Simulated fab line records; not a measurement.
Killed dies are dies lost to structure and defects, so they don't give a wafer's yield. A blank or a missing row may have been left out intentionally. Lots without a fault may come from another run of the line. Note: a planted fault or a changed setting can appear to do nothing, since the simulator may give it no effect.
Struck lot and sound lot, side by side    flow n5-finfet    15 out of 1938 route steps
Sound: wafers L501.1, L501.3, L501.6. Struck: wafers L506.3, L506.6. (L506.5 of the same lot was not struck and is left out.) The cause comes at the end.
Each step with rows lists, per side, the tool, then ch with its chambers, then its first start. Under that, the readings that differ: sound wafers    struck wafers    difference of the means    sigmas: that difference in standard deviations of wafers without a fault.
alike: same words and numbers on both sides, and readings whose means sit less than 2 such deviations apart. not compared: any withheld reading, any reading some wafer has no value for, any bound like >300 that may hide the same value, and any number with overlapping values for which the record gives no deviation.
A row with sigmas, a row that says differs or no value, or rows on one side alone: a step with any of these is where the two part. Non-overlapping numbers with no deviation appear without sigmas and do not part them. A reading that every wafer of one side lacks parts them only if that side has two wafers or more.

first, 4 steps without rows for these wafers: N5_GATE_CUT_ETCH_37 (etches SOC in N2/H2, target depth 60 nm, overetch 12 nm, time 90 s); N5_GATE_CUT_STRIP_38 (strips in N2/H2); N5_GATE_CUT_STRIP_39 (strips in N2/H2); N5_GATE_CUT_HM_OPEN_40 (chemistry C4F6/O2, target SiO2, target depth 139 nm, time 85.1 s).
N5_GATE_CUT_STRIP_41: strips in CF4.
  sound on rie-diel-02 ch 0,3, day 4 21:10; struck on rie-diel-02 ch 0, day 5 23:59
  alike: drypump-motor-current-A, oes-product-au, rf-fwd-power-W, rf-vpp-V, showerhead-plenum-p-Torr, throttle-valve-pct
  not compared: rf-hours-counter-h
then, 4 steps without rows for these wafers: N5_GATE_CUT_STRIP_42 (strips in O2); N5_GATE_CUT_ETCH_19 (etches SiNx in CH3F/O2, target depth 53.7 nm, time 76.7 s); N5_GATE_CUT_CUT_ETCH_53 (etches W in SF6/Cl2, target depth 79.2 nm); N5_GATE_CUT_CUT_ETCH_54 (etches TiN in Cl2/BCl3, target depth 96.7 nm).
N5_GATE_CUT_CUT_ETCH_55: etches HfO2 in BCl3, target depth 3.2 nm.
  sound on rie-metal-02 ch 0, day 4 21:28; struck on rie-metal-01 ch 1, day 6 00:29
reading             sound              struck       difference  sigmas
rf-fwd-power-W (W)  438.3 435.7 439.1  442.9 445.1  +6.3        +2
  alike: drypump-motor-current-A, oes-product-au, throttle-valve-pct
  not compared: rf-hours-counter-h
N5_GATE_CUT_ETCH_47: etches SiO2 in Cl2/BCl3, target depth 10 nm.
  sound on rie-metal-02 ch 0, day 4 21:29; struck on rie-metal-01 ch 1, day 6 00:32
reading             sound        struck   difference  sigmas
rf-fwd-power-W (W)  972 980 978  987 990  +12         +2
  alike: drypump-motor-current-A, oes-product-au, throttle-valve-pct
  not compared: rf-hours-counter-h
N5_GATE_CUT_VAPOR_ETCH_48: etches TiN in BCl3/Cl2.
  sound on rie-metal-02 ch 0, day 4 21:31; struck on rie-metal-01 ch 1, day 6 00:36
  alike: drypump-motor-current-A, oes-product-au
N5_GATE_CUT_VAPOR_ETCH_49: etches TiAlC in BCl3/Cl2.
  sound on rie-metal-02 ch 0, day 4 21:33; struck on rie-metal-01 ch 1, day 6 00:40
reading                sound           struck     difference  sigmas
oes-product-au (a.u.)  0.99 0.99 0.99  0.55 0.55  -0.44       -4
  alike: drypump-motor-current-A
N5_GATE_CUT_VAPOR_ETCH_51: etches HfO2 in BCl3/Cl2.
  sound on rie-metal-02 ch 0, day 4 21:35; struck on rie-metal-01 ch 1, day 6 00:43
  alike: drypump-motor-current-A, oes-product-au
-- the record jumps here: 3 days lie between the struck wafers' starts before and after (it left off in module GATE_CUT and takes up again in module BEOL_M4, whose first step shown is number 1111 of the route) --
N5_BEOL_M4_RC_MEAS_101:
  sound on prober-01 ch 0, day 7 23:04; struck on prober-01 ch 0, day 9 04:38
  alike: DIBL_N, DIBL_P, IOFF_N, IOFF_P, ION_N, ION_P, SS_N, SS_P, VT_N, VT_P

WHERE THEY PART
Earliest at N5_GATE_CUT_CUT_ETCH_55; latest, in this record, at N5_GATE_CUT_VAPOR_ETCH_49. Later steps at which nothing parts them and some readings are alike: N5_GATE_CUT_VAPOR_ETCH_51, N5_BEOL_M4_RC_MEAS_101.

WHY: whatever the simulator had introduced
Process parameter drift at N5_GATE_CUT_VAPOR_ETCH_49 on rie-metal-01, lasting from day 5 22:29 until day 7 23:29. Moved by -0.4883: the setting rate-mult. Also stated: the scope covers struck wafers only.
